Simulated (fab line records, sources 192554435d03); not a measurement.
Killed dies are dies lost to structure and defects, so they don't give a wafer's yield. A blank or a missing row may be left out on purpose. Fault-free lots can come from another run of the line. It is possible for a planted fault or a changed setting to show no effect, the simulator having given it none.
A lot that was struck, set against a sound lot -- flow n5_finfet -- 42 out of 1938 route steps
Sound: these wafers, L627.2, L627.3, L627.5. Wafers L622.1, L622.3, L622.5 were the ones struck. Last of all comes the cause.
At each step with rows: each side's tool, then ch and its chambers, then its first start. Under that, the readings that differ: sound wafers -- struck wafers -- difference of the means -- sigmas: that difference in standard deviations of wafers without a fault.
alike: readings whose means differ by less than 2 such deviations, and words and numbers that are the same on both sides. not compared: withheld readings, readings that some wafer has no value for, bounds like >300 that may hide the same value, and numbers for which the record gives no deviation and whose values overlap.
The two part at a step that has a row with sigmas, a row that says differs or no value, or rows on one side only. Numbers that have no deviation but don't overlap get no sigmas and don't part them. A reading that every wafer of one side lacks parts them only if that side has two wafers or more.

first, 11 steps without rows for these wafers: N5_BEOL_M1_ALD_98 (deposits SiO2, target thk 2.5 nm, pulse time 1 s, co reactant pulse time 1 s); N5_BEOL_M1_ETCHBACK_99 (etches SiO2 in CHF3, target depth 5 nm, time 10.4 s); N5_BEOL_M1_ETCH_70 (etches SOC in N2/H2, target depth 80 nm, overetch 16 nm, time 120 s); N5_BEOL_M1_STRIP_71 (strips in N2/H2); N5_BEOL_M1_STRIP_78 (strips in N2/H2); N5_BEOL_M1_VIA_ETCH_34 (etches the open film in C4F6/O2, target depth 67.8 nm, time 64.4 s); N5_BEOL_M1_STRIP_83 (strips in C4F6/O2); N5_BEOL_M1_STRIP_36 (strips in N2/H2); N5_BEOL_M1_TRENCH_ETCH_37 (etches SiOC in C4F6/O2, target depth 55.207 nm, time 29 s); N5_BEOL_M1_ETCH_41 (etches SiCN in CH3F/O2, target depth 31.9 nm, time 57.8 s); N5_BEOL_M1_STRIP_97 (strips in N2/H2, time 10 s).
N5_BEOL_M1_HM_STRIP_39: strips TiN in peroxide tin strip, target depth 25 nm, time 158 s.
  sound on wet_bench-02 ch 5,6,7, day 12 10:19; struck on wet_bench-03 ch 2,5,6, day 11 07:53
  no value came back on the struck wafers for bath_guard_temp_C (C), bath_heat_duty_pct (%); on the sound wafers bath_guard_temp_C (C) reads 50.3 49.1 50.7
reading,sound,struck,difference,sigmas
model.TiN_of_BEOL_M1_HM_DEP_02.thk_nm (nm),0 0 0,18 18 17.8,+18,
then, 1 step without rows for these wafers: N5_BEOL_M1_SRD_40 (time 30 s).
N5_BEOL_M1_PRECLEAN_42: cleans in residue remover, time 60 s.
  sound on wet_bench-02 ch 5,6,7, day 12 10:23; struck on wet_bench-03 ch 2,5,6, day 11 07:57
reading,sound,struck,difference,sigmas
model.TiN_of_BEOL_M1_HM_DEP_02.thk_nm (nm),0 0 0,7 7 6.8,+7,
  alike: bath_guard_temp_C
then, 25 steps without rows for these wafers: N5_BEOL_M1_SRD_43 (time 30 s); N5_BEOL_M1_DEGAS_44 (time 60 s); N5_BEOL_M1_PRE_CLEAN_45 (time 30 s); N5_BEOL_M1_ALD_84 (deposits TaN, pulse time 2 s, purge time 3 s, co reactant purge time 2 s); N5_BEOL_M1_SURFACE_TREAT_85; N5_BEOL_M1_CVD_47 (deposits Co from CCTBA/H2, target thk 3 nm, time 223.8 s); N5_BEOL_M1_SPUTTER_48 (material Cu, target thk 4.5 nm, time 8.29 s); N5_BEOL_M1_ANNEAL_49 (time 240 s); N5_BEOL_M1_SPUTTER_79 (material Cu, target thk 4.5 nm, time 8.29 s); N5_BEOL_M1_ANNEAL_80 (time 240 s); N5_BEOL_M1_SPUTTER_81 (material Cu, target thk 4.5 nm, time 8.29 s); N5_BEOL_M1_ANNEAL_82 (time 240 s); N5_BEOL_M1_SPUTTER_86 (material Cu, target thk 4.5 nm, time 8.29 s); N5_BEOL_M1_ANNEAL_87 (time 240 s); N5_BEOL_M1_SPUTTER_88 (material Cu, target thk 4.5 nm, time 8.29 s); N5_BEOL_M1_ANNEAL_89 (time 240 s); N5_BEOL_M1_SPUTTER_90 (material Cu, target thk 4.5 nm, time 8.29 s); N5_BEOL_M1_ANNEAL_91 (time 240 s); N5_BEOL_M1_SPUTTER_92 (material Cu, target thk 4.5 nm, time 8.29 s); N5_BEOL_M1_ANNEAL_93 (time 240 s); N5_BEOL_M1_SPUTTER_94 (material Cu, target thk 4.5 nm, time 8.29 s); N5_BEOL_M1_ANNEAL_95 (time 240 s); N5_BEOL_M1_SPUTTER_96 (material Cu, target thk 4.5 nm, time 8.29 s); N5_BEOL_M1_ECD_50 (material Cu, target thk 300 nm); N5_BEOL_M1_ANNEAL_51 (time 90 s).
N5_BEOL_M1_CMP_52: polishes, stops on SiOC, t overpolish 6.8 s, target thk 40 nm.
  sound on cmp-04 ch 1,2, day 12 18:30; struck on cmp-02 ch 0,1,3, day 12 12:04
reading,sound,struck,difference,sigmas
barrier_field_endpoint_s (s),24.0 23.7 24.5,33.4 32.7 32.5,+8.8,+14
  alike: motor_current_A
-- here the record skips 3 days between the struck wafers' starts before and after, leaving off in module BEOL_M1 and picking up in module BEOL_M4 (first step shown: number 1111 of the route) --
N5_BEOL_M4_RC_MEAS_101:
  sound on prober-02 ch 0, day 16 03:26; struck on prober-02 ch 0, day 15 04:56
  alike: DIBL_N, DIBL_P, IOFF_N, IOFF_P, ION_N, ION_P, SS_N, SS_P, VT_N, VT_P
-- record jumps: 5 days separate the struck wafers' starts on either side; left off in module BEOL_M4, taken up again in module PASSIVATION, whose first shown step is the route's number 1936 --
N5_PASSIVATION_PROBE_49:
  only the struck wafers here have rows in the record (prober-02, day 20 04:23); the sound ones have none

WHERE THEY PART
Earliest at N5_BEOL_M1_HM_STRIP_39; latest, in this record, at N5_PASSIVATION_PROBE_49.

WHY: what the simulator had put in
At N5_BEOL_M1_HM_STRIP_39, the step was skipped entirely on wet_bench-03 from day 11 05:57 on. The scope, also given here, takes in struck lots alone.
